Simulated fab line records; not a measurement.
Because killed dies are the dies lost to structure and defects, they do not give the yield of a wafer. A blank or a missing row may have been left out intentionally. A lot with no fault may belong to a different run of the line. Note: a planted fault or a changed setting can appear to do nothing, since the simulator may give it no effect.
Matching of chambers || flow n5 finfet || 4 sister chambers for N5_MOL_CONTACT_COAG_ETCH_48 on rie diel-06
The step etches SiOC in C4F6/O2, target depth 15 nm, overetch 4.5 nm, time 17 s. 4 wafers are shown with their chamber, then 7 later ones without.

== WAFERS, EACH WITH ITS CHAMBER ==
{"wafer": "L802.1", "chamber": 1, "drypump motor current A (A)": 5.6}
{"wafer": "L805.6", "chamber": 2, "drypump motor current A (A)": 5.7}
{"wafer": "L808.3", "chamber": 0, "drypump motor current A (A)": 5.3}
{"wafer": "L808.5", "chamber": 3, "drypump motor current A (A)": 6.2}

== WAFERS WHOSE CHAMBER IS MISSING ==
{"wafer": "L808.6", "drypump motor current A (A)": 5.3}
{"wafer": "L809.1", "drypump motor current A (A)": 5.6}
{"wafer": "L809.2", "drypump motor current A (A)": 5.7}
{"wafer": "L809.4", "drypump motor current A (A)": 6.1}
{"wafer": "L814.1", "drypump motor current A (A)": 6.2}
{"wafer": "L814.2", "drypump motor current A (A)": 5.3}
{"wafer": "L814.5", "drypump motor current A (A)": 5.6}

== EACH ONE'S CHAMBER ==
{"wafer": "L808.6", "from the rows above": 0, "in truth": 0}
{"wafer": "L809.1", "from the rows above": 1, "in truth": 1}
{"wafer": "L809.2", "from the rows above": 2, "in truth": 2}
{"wafer": "L809.4", "from the rows above": 3, "in truth": 3}
{"wafer": "L814.1", "from the rows above": 3, "in truth": 3}
{"wafer": "L814.2", "from the rows above": 0, "in truth": 0}
{"wafer": "L814.5", "from the rows above": 1, "in truth": 1}
Correctly placed: 7 of 7. Not placeable from these rows: 0. Wrongly placed: 0.
How it was worked out, from the rows above alone: a wafer's distance from a chamber is the root of the sum, over the readings, of the square of ((its reading less the chamber's mean) divided by the reading's scatter). The wafer belongs to the nearest chamber; if the next one is less than 2 further off, it can't be placed. A chamber's mean is the mean of its shown wafers. The scatter: with one shown wafer a chamber, the root of the mean of the squares of how far each hidden wafer lies from its nearest shown one.
